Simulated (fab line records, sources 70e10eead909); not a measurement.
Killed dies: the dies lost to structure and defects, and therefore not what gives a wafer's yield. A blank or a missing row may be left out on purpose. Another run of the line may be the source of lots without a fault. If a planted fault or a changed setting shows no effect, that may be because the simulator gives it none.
fab line records    flow nand_harc
record lots=13  wafers=39  last_day=24
route steps=1159 shown P_ZERO_WELL@41 P_STI@85 P_GATE@175 END@1159
lots untouched by any fault: they come from a run of this same line in which no faults occurred
start_h: the number of hours between the record's first day and the start of the first shown wafer of the lot    wait_h: time in hours since the lot's previous step    " repeats the value in the row above    L1.1+2: one row covering several wafers at once    - no value, or no start was given    * or withheld: withheld    < > ~ a bound
route shown NAME@n: NAME is a module with steps in the file, n the number in the route of the first one    usual: mean/standard deviation taken from wafers without a fault    same: alike in all rows    chamber/n: place in a boat    sites: readings site by site    _std_site: standard deviation across them    _edge_site: the outer-site mean with the inner-site mean subtracted    radius_mm: for every site, how far away it sits from the centre of the wafer    mask NAME#n: copy n    behind: tool/chamber where the wafer was last shaped    hold: the reason the lot was held/the length of the hold in hours/how it ended    device: which transistor (n, p or np) failed to switch    end of line: the tests these same wafers got at the end of their route    where a step has no rows: the recipe by itself    killed: the dies lost at the first sort to structure and to defects; this is not the yield of the wafer    map: per-die view of a wafer (x killed, . not killed, _ where there is no die)
set.NAME: the setting that was run; set.NAME@STEP: the one run at that earlier step    model.NAME: the simulator's own value behind a step, which no gauge read
one table for each step of the route and one row for each wafer, over a sample of lots
services: a tool's chamber out of use, with start hour (start_h, from the record's first day; less than 0 if before it), hours out, and reason
## steps
# step NHARC_P_ZERO_WELL_EXPOSE_34
# recipe na=0.6  target_cd_nm=720  dose_mj=22.31  mask_id=P_PWELL
lot.wafer   tool            chamber  start_h  wait_h  mask
L759.1+4+6  krf_scanner-03  0        16.04    -       P_PWELL#0
L760.1+2+5  krf_scanner-01  0        22.09    -       P_PWELL#0
L761.1+4+6  krf_scanner-01  0        27.70    -       P_PWELL#0
L762.1+2+6  krf_scanner-02  0        34.11    -       P_PWELL#0
L763.1+2+3  krf_scanner-03  0        40.07    -       P_PWELL#0
L764.2+4+6  krf_scanner-02  0        45.99    -       P_PWELL#0
L766.1+2+6  krf_scanner-03  0        58.01    -       P_HVPW#0
L774.3+4+5  krf_scanner-02  0        106.01   -       P_PWELL#0
L777.1+4+5  krf_scanner-02  0        123.71   -       P_PWELL#0
L778.2+4+6  krf_scanner-02  0        129.94   -       P_PWELL#0
L779.3+4+6  krf_scanner-01  0        136.18   -       P_PWELL#0
L780.1+2+3  krf_scanner-03  0        142.25   -       P_PWELL#0
L781.1+3+4  krf_scanner-03  0        147.97   -       P_PWELL#0
# step NHARC_P_ZERO_WELL_CD_MEAS_37
# recipe target_cd_nm=720  landing_energy_ev=500
# usual cd_nm=720.1/1.2
lot.wafer  tool       chamber  start_h  wait_h  cd_nm
L759.1     cd_sem-03  0        16.19    -       720.1
L759.4     "          0        "        "       720.5
L759.6     "          0        "        "       720.6
L760.1     cd_sem-03  0        22.25    -       720.1
L760.2     "          0        "        "       720.0
L760.5     "          0        "        "       718.4
L761.1     cd_sem-02  0        27.85    -       720.6
L761.4     "          0        "        "       719.8
L761.6     "          0        "        "       719.0
L762.1     cd_sem-03  0        34.26    -       719.6
L762.2     "          0        "        "       718.4
L762.6     "          0        "        "       719.0
L763.1     cd_sem-01  0        40.23    -       720.4
L763.2     "          0        "        "       718.5
L763.3     "          0        "        "       717.8
L764.2     cd_sem-02  0        46.14    -       721.9
L764.4     "          0        "        "       722.9
L764.6     "          0        "        "       720.5
L766.1     cd_sem-01  0        58.16    -       -
L766.2     "          0        "        "       -
L766.6     "          0        "        "       -
L774.3     cd_sem-01  0        106.16   -       720.2
L774.4     "          0        "        "       720.8
L774.5     "          0        "        "       721.6
L777.1     cd_sem-03  0        123.87   -       720.7
L777.4     "          0        "        "       719.6
L777.5     "          0        "        "       721.1
L778.2     cd_sem-03  0        130.09   -       719.9
L778.4     "          0        "        "       720.7
L778.6     "          0        "        "       720.9
L779.3     cd_sem-01  0        136.33   -       719.5
L779.4     "          0        "        "       721.9
L779.6     "          0        "        "       719.7
L780.1     cd_sem-03  0        142.41   -       722.1
L780.2     "          0        "        "       719.5
L780.3     "          0        "        "       721.8
L781.1     cd_sem-02  0        148.12   -       721.0
L781.3     "          0        "        "       721.3
L781.4     "          0        "        "       721.8
# step NHARC_P_STI_INSPECT_11
# usual raw_defect_count=5.8/2.8
lot.wafer  tool               chamber  start_h  wait_h  raw_defect_count
L760.1     defect_inspect-01  -        39.70    0.0     2
L760.2     "                  -        "        "       8
L760.5     "                  -        "        "       5
L759.1     defect_inspect-01  -        39.86    0.0     6
L759.4     "                  -        "        "       7
L759.6     "                  -        "        "       6
L762.1     defect_inspect-01  -        50.70    0.0     4
L762.2     "                  -        "        "       5
L762.6     "                  -        "        "       4
L761.1     defect_inspect-01  -        50.87    0.0     2
L761.4     "                  -        "        "       6
L761.6     "                  -        "        "       3
L763.1     defect_inspect-02  -        59.07    0.0     7
L763.2     "                  -        "        "       6
L763.3     "                  -        "        "       4
L764.2     defect_inspect-01  -        65.01    0.0     8
L764.4     "                  -        "        "       11
L764.6     "                  -        "        "       9
L774.3     defect_inspect-02  -        122.04   0.0     9
L774.4     "                  -        "        "       6
L774.5     "                  -        "        "       11
L777.1     defect_inspect-01  -        142.63   0.0     7
L777.4     "                  -        "        "       6
L777.5     "                  -        "        "       7
L778.2     defect_inspect-01  -        149.00   0.0     2
L778.4     "                  -        "        "       5
L778.6     "                  -        "        "       11
L779.3     defect_inspect-02  -        155.05   0.0     6
L779.4     "                  -        "        "       3
L779.6     "                  -        "        "       8
L780.1     defect_inspect-01  -        161.41   0.0     5
L780.2     "                  -        "        "       6
L780.3     "                  -        "        "       6
L781.1     defect_inspect-02  -        167.16   0.0     6
L781.3     "                  -        "        "       7
L781.4     "                  -        "        "       9
# step NHARC_P_GATE_STRIP_75
# recipe power_w=1500  temp_c=250  chemistry=O2
# usual drypump_motor_current_A=5.8/0.38  heater_power_w=302/25
lot.wafer  tool             chamber  start_h  wait_h  drypump_motor_current_A  heater_power_w  rf_hours_counter_h
L759.1     plasma_asher-02  0        99.31    0.3     5.7                      284             27
L759.4     "                1        "        "       6.1                      335             -
L759.6     "                1        "        "       6.1                      340             -
L760.1     plasma_asher-02  1        100.05   0.3     6.1                      335             28
L760.2     "                0        "        "       5.8                      288             28
L760.5     "                1        "        "       6.1                      328             -
L762.2     plasma_asher-02  0        117.97   0.2     5.8                      298             36
L762.1     "                1        "        "       6.1                      333             36
L762.6     "                0        "        "       5.8                      292             -
L761.1     plasma_asher-02  1        118.62   0.3     6.1                      330             37
L761.4     "                0        "        "       5.8                      295             -
L761.6     "                0        "        "       5.8                      285             -
L763.1     plasma_asher-02  0        125.40   0.3     5.8                      291             40
L763.2     "                1        "        "       6.1                      326             40
L763.3     "                1        "        "       6.1                      329             -
L764.2     plasma_asher-02  0        131.51   0.3     5.8                      293             41
L764.4     "                1        "        "       6.1                      335             -
L764.6     "                0        "        "       5.8                      291             -
L774.3     plasma_asher-01  1        188.64   0.2     5.1                      297             -
L774.4     "                0        "        "       6.3                      275             -
L774.5     "                1        "        "       5.2                      299             -
L777.1     plasma_asher-02  1        210.20   0.3     6.1                      356             7
L777.4     "                1        "        "       6.1                      347             -
L777.5     "                0        "        "       5.8                      286             -
L778.2     plasma_asher-02  0        217.91   0.2     5.8                      276             10
L778.4     "                1        "        "       6.1                      343             -
L778.6     "                0        "        "       5.8                      284             -
L779.4     plasma_asher-02  1        222.69   0.2     6.1                      344             -
L779.3     "                0        "        "       5.8                      281             -
L779.6     "                0        "        "       5.7                      281             -
L780.2     plasma_asher-01  0        230.12   0.3     6.3                      279             43
L780.1     "                1        "        "       5.1                      295             43
L780.3     "                0        "        "       6.3                      272             -
L781.1     plasma_asher-02  0        234.40   0.2     5.8                      277             15
L781.3     "                0        "        "       5.8                      277             -
L781.4     "                1        "        "       6.1                      349             -
# step NHARC_P_GATE_DESCUM_93
# recipe time_s=3  o2_flow_sccm=200  ar_flow_sccm=0  bias_power_w=0  chemistry=O2
# usual drypump_motor_current_A=5.74/0.25  oes_product_au=1.001/0.0079  rf_vpp_V=58.0/0.9  showerhead_plenum_p_Torr=1.95/0.085  throttle_valve_pct=11.310/0.0086
# same bias_power_w=0
lot.wafer  tool         chamber  start_h  wait_h  drypump_motor_current_A  oes_product_au  rf_hours_counter_h  rf_vpp_V  showerhead_plenum_p_Torr  throttle_valve_pct
L759.1     rie_diel-07  2        101.85   -       5.62                     1.005           14                  58.1      1.99                      11.315
L759.4     "            3        "        "       5.44                     1.014           14                  59.4      1.94                      11.325
L759.6     "            2        "        "       5.61                     1.010           -                   56.9      1.99                      11.300
L760.2     rie_diel-01  2        102.86   -       5.73                     1.008           22                  58.5      2.02                      11.320
L760.1     "            1        "        "       5.88                     0.995           23                  58.7      2.01                      11.306
L760.5     "            3        "        "       5.65                     0.996           -                   56.0      1.78                      11.298
L762.2     rie_diel-01  2        120.78   -       5.70                     1.010           26                  58.4      2.02                      11.299
L762.1     "            3        "        "       5.67                     0.997           27                  58.0      1.78                      11.304
L762.6     "            2        "        "       5.73                     1.001           -                   57.4      2.02                      11.307
L761.1     rie_diel-01  0        121.42   -       6.17                     1.001           27                  58.4      1.97                      11.301
L761.4     "            1        "        "       5.90                     0.998           27                  60.4      2.01                      11.311
L761.6     "            0        "        "       6.18                     0.997           -                   57.1      1.97                      11.310
L763.1     rie_diel-07  2        128.12   -       5.63                     0.998           24                  58.1      1.99                      11.301
L763.3     "            3        "        "       5.48                     1.007           24                  57.6      1.94                      11.313
L763.2     "            1        "        "       5.60                     0.988           23                  58.5      1.94                      11.319
L764.2     rie_diel-07  0        134.34   -       5.70                     0.999           26                  58.2      2.01                      11.293
L764.4     "            2        "        "       5.63                     0.993           -                   58.5      1.99                      11.299
L764.6     "            0        "        "       5.71                     0.995           -                   57.8      2.01                      11.300
L774.3     rie_diel-01  0        191.69   -       6.16                     1.005           10                  57.6      1.96                      11.301
L774.4     "            0        "        "       6.14                     1.003           -                   58.1      1.96                      11.317
L774.5     "            1        "        "       5.86                     1.006           -                   58.7      2.01                      11.311
L777.1     rie_diel-01  3        213.07   -       5.68                     0.999           10                  58.5      1.77                      11.311
L777.4     "            0        "        "       6.17                     1.012           17                  59.9      1.96                      11.325
L777.5     "            2        "        "       5.69                     1.001           -                   59.4      2.01                      11.313
L778.2     rie_diel-01  3        220.74   -       5.67                     1.013           10                  57.6      1.77                      11.314
L778.4     "            1        "        "       5.88                     1.008           20                  57.7      2.01                      11.302
L778.6     "            3        "        "       5.67                     1.003           -                   57.0      1.77                      11.319
L779.3     rie_diel-01  0        225.51   -       6.17                     1.003           18                  57.4      1.96                      11.317
L779.4     "            1        "        "       5.85                     1.012           20                  58.7      2.01                      11.307
L779.6     "            3        "        "       5.67                     0.998           -                   57.2      1.77                      11.297
L780.2     rie_diel-01  3        232.85   -       5.69                     0.996           11                  57.7      1.77                      11.312
L780.3     "            0        "        "       6.19                     1.009           19                  56.6      1.96                      11.305
L780.1     "            1        "        "       5.87                     1.009           21                  59.5      2.01                      11.318
L781.3     rie_diel-07  3        237.36   -       5.45                     1.007           0                   58.3      1.93                      11.308
L781.1     "            0        "        "       5.69                     1.002           0                   56.7      1.99                      11.300
L781.4     "            2        "        "       5.62                     0.990           0                   58.0      1.98                      11.308
# step NHARC_END_SORT_01
# recipe temp_c=25
# usual killed_at_array=26/9.6  killed_at_other=0.7/0.92  killed_at_periphery=3.8/2.7  killed_dies=31/10  killed_open=3.3/1.7  killed_short=1.8/1.3
# same gross_dies=677
lot.wafer  tool       chamber  start_h  wait_h  killed_at_array  killed_at_other  killed_at_periphery  killed_dies  killed_open  killed_short
L766.1     prober-02  0        477.74   2.5     16               0                661                  677          3            0
L766.2     prober-02  0        478.53   2.8     26               0                651                  677          5            1
L766.6     prober-02  0        481.71   4.0     20               2                655                  677          3            1
# killed by level:class
L766.1 P_ZERO_WELL:area_expose=657 A_SLIT:chamber_film_flake=5 A_SGD_CUT:chamber_film_flake=4 A_CHANNEL_HOLE_D1:chamber_film_flake=3 A_CONTACT:geometric_particle:open=2 P_GATE:chamber_film_flake=2 A_WL_FILL:geometric_particle:open=1 P_ZERO_WELL:chamber_film_flake=1
L766.2 P_ZERO_WELL:area_expose=647 A_SLIT:chamber_film_flake=9 A_SGD_CUT:chamber_film_flake=6 A_STAIRCASE:chamber_film_flake=3 A_CONTACT:geometric_particle:open=2 P_ZERO_WELL:chamber_film_flake=2 A_CHANNEL_HOLE_D1:chamber_film_flake=2 P_GATE:geometric_particle:open=1
L766.6 P_ZERO_WELL:area_expose=652 A_SLIT:chamber_film_flake=8 A_SGD_CUT:chamber_film_flake=6 A_STAIRCASE:chamber_film_flake=2 THIN_TSV:chamber_film_flake=2 P_GATE:geometric_particle:open=1 P_CONTACT:geometric_particle:open=1 A_ONON_D1:geometric_particle:short=1
## services
tool             chamber  start_h  hours  kind
rie_diel-07      -        -6.94    0.6    repair
krf_scanner-03   -        -4.00    4.0    pm
plasma_asher-02  -        6.13     9.0    pm
plasma_asher-02  0        6.13     9.0    vent_cycle
plasma_asher-02  1        6.13     9.0    vent_cycle
krf_scanner-02   -        38.00    4.0    pm
krf_scanner-01   -        40.36    0.9    repair
rie_diel-07      2        51.29    4.8    repair
rie_diel-07      -        51.36    9.0    pm
krf_scanner-02   -        73.58    3.3    repair
krf_scanner-01   -        84.00    4.0    pm
plasma_asher-01  -        99.00    9.0    pm
krf_scanner-03   -        106.24   1.0    repair
rie_diel-07      1        129.31   103.2  repair
rie_diel-01      -        137.80   9.0    pm
krf_scanner-01   -        154.67   3.5    repair
krf_scanner-03   -        168.00   4.0    pm
plasma_asher-02  -        183.13   9.0    pm
rie_diel-01      3        191.09   14.9   repair
rie_diel-07      -        196.24   11.1   repair
krf_scanner-02   -        210.00   4.0    pm
rie_diel-07      3        217.21   9.3    repair
rie_diel-07      -        228.36   9.0    pm
rie_diel-01      0        235.40   6.1    repair
## key
first_sign step=NHARC_P_ZERO_WELL_EXPOSE_34  reading=mask  direction=changed
effect step=NHARC_P_ZERO_WELL_CD_MEAS_37  reading=cd_nm  direction=missing
effect step=NHARC_END_SORT_01  reading=killed_at_periphery  direction=up  sigmas=99+  usual=3.8  struck=655.7
more_kills_born_at NHARC_P_ZERO_WELL_EXPOSE_34@krf_scanner-03=1956
met_at NHARC_P_ZERO_WELL_EXPOSE_34
struck_lots L766
later_rows_left_out L766.1,L766.2,L766.6
tester_left_out L766
not_acting_at NHARC_P_STI_INSPECT_11,NHARC_P_GATE_STRIP_75,NHARC_P_GATE_DESCUM_93
onset_between 40.07 58.01
fault kind=wrong_mask  tool=any  chamber=-  onset_h=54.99  steps=NHARC_P_ZERO_WELL_EXPOSE_34  aux_copy=P_HVPW#0  scope=struck_lots_only
# tester_left_out: of these lots the tester's yield and bins aren't shown, on N5 and GAA mostly nor the transistor test; their killed dies are dies lost to structure and defects alone, not to doping, threshold or leakage, so they don't give the yield
# later_rows_left_out: the simulator's readings of these wafers behind a module that went badly wrong aren't trusted and aren't shown, but for the sort
